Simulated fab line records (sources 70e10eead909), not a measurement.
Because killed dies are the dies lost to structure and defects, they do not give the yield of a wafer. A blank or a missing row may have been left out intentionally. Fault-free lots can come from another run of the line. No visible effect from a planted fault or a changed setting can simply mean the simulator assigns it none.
Chamber matching :: flow nand harc :: rie diel-12 running NHARC_A_BONDPAD_STRIP_15: 4 sister chambers
The step strips in O2. 14 wafers are shown with their chamber, then 7 later ones without.

== WAFERS, EACH WITH ITS CHAMBER ==
wafer: L074.2
chamber: 3
showerhead plenum p Torr (Torr): 3.63
drypump motor current A (A): 5.4
oes product au (a.u.): 1.010

wafer: L074.5
chamber: 1
showerhead plenum p Torr (Torr): 3.44
drypump motor current A (A): 6.6
oes product au (a.u.): 0.993

wafer: L074.6
chamber: 0
showerhead plenum p Torr (Torr): 3.28
drypump motor current A (A): 5.5
oes product au (a.u.): 0.998

wafer: L077.2
chamber: 1
showerhead plenum p Torr (Torr): 3.44
drypump motor current A (A): 6.7
oes product au (a.u.): 0.996

wafer: L077.3
chamber: 3
showerhead plenum p Torr (Torr): 3.62
drypump motor current A (A): 5.3
oes product au (a.u.): 1.023

wafer: L077.5
chamber: 1
showerhead plenum p Torr (Torr): 3.44
drypump motor current A (A): 6.6
oes product au (a.u.): 1.010

wafer: L080.1
chamber: 0
showerhead plenum p Torr (Torr): 3.27
drypump motor current A (A): 5.5
oes product au (a.u.): 1.003

wafer: L080.2
chamber: 2
showerhead plenum p Torr (Torr): 3.73
drypump motor current A (A): 6.3
oes product au (a.u.): 1.001

wafer: L080.5
chamber: 0
showerhead plenum p Torr (Torr): 3.27
drypump motor current A (A): 5.5
oes product au (a.u.): 0.986

wafer: L084.2
chamber: 2
showerhead plenum p Torr (Torr): 3.73
drypump motor current A (A): 6.3
oes product au (a.u.): 0.997

wafer: L084.3
chamber: 1
showerhead plenum p Torr (Torr): 3.43
drypump motor current A (A): 6.6
oes product au (a.u.): 1.004

wafer: L084.5
chamber: 3
showerhead plenum p Torr (Torr): 3.62
drypump motor current A (A): 5.3
oes product au (a.u.): 1.006

wafer: L084.1
chamber: 0
showerhead plenum p Torr (Torr): 3.27
drypump motor current A (A): 5.5
oes product au (a.u.): 1.001

wafer: L084.4
chamber: 3
showerhead plenum p Torr (Torr): 3.62
drypump motor current A (A): 5.4
oes product au (a.u.): 1.015

SIGNATURES, as means of the wafers listed above
reading: showerhead plenum p Torr
chamber 0: 3.2725
chamber 1: 3.4375
chamber 2: 3.7300
chamber 3: 3.6225
scatter within a chamber: 0.00474

reading: drypump motor current A
chamber 0: 5.500
chamber 1: 6.625
chamber 2: 6.300
chamber 3: 5.350
scatter within a chamber: 0.0418

reading: oes product au
chamber 0: 0.99700
chamber 1: 1.00075
chamber 2: 0.99900
chamber 3: 1.01350
scatter within a chamber: 0.00722
Rule: for each reading, subtract the chamber's mean from the wafer's reading, divide by that reading's scatter and square the result; add these up over the readings and take the root, which gives the wafer's distance from the chamber. If the next closest chamber is less than 2 further off than the closest, the wafer can't be placed; otherwise it belongs to the closest. The scatter: the root of (the sum of the squares of (reading less its chamber's mean) over the shown wafers, divided by (wafers less chambers)).

== WAFERS WHOSE CHAMBER IS MISSING ==
wafer: L084.6
showerhead plenum p Torr (Torr): 3.73
drypump motor current A (A): 6.3
oes product au (a.u.): 1.002

wafer: L089.1
showerhead plenum p Torr (Torr): 3.62
drypump motor current A (A): 5.3
oes product au (a.u.): 1.016

wafer: L089.2
showerhead plenum p Torr (Torr): 3.73
drypump motor current A (A): 6.3
oes product au (a.u.): 0.993

wafer: L089.5
showerhead plenum p Torr (Torr): 3.43
drypump motor current A (A): 6.6
oes product au (a.u.): 1.010

wafer: L088.1
showerhead plenum p Torr (Torr): 3.27
drypump motor current A (A): 5.5
oes product au (a.u.): 1.004

wafer: L088.2
showerhead plenum p Torr (Torr): 3.62
drypump motor current A (A): 5.3
oes product au (a.u.): 0.996

wafer: L088.4
showerhead plenum p Torr (Torr): 3.43
drypump motor current A (A): 6.6
oes product au (a.u.): 0.995

== WHICH CHAMBER EACH WENT THROUGH ==
wafer: L084.6
from the rows above: 2
in truth: 2

wafer: L089.1
from the rows above: 3
in truth: 3

wafer: L089.2
from the rows above: 2
in truth: 2

wafer: L089.5
from the rows above: 1
in truth: 1

wafer: L088.1
from the rows above: 0
in truth: 0

wafer: L088.2
from the rows above: 3
in truth: 3

wafer: L088.4
from the rows above: 1
in truth: 1
Placed correctly: 7 of 7. Not placeable from these rows: 0. Placed wrongly: 0.
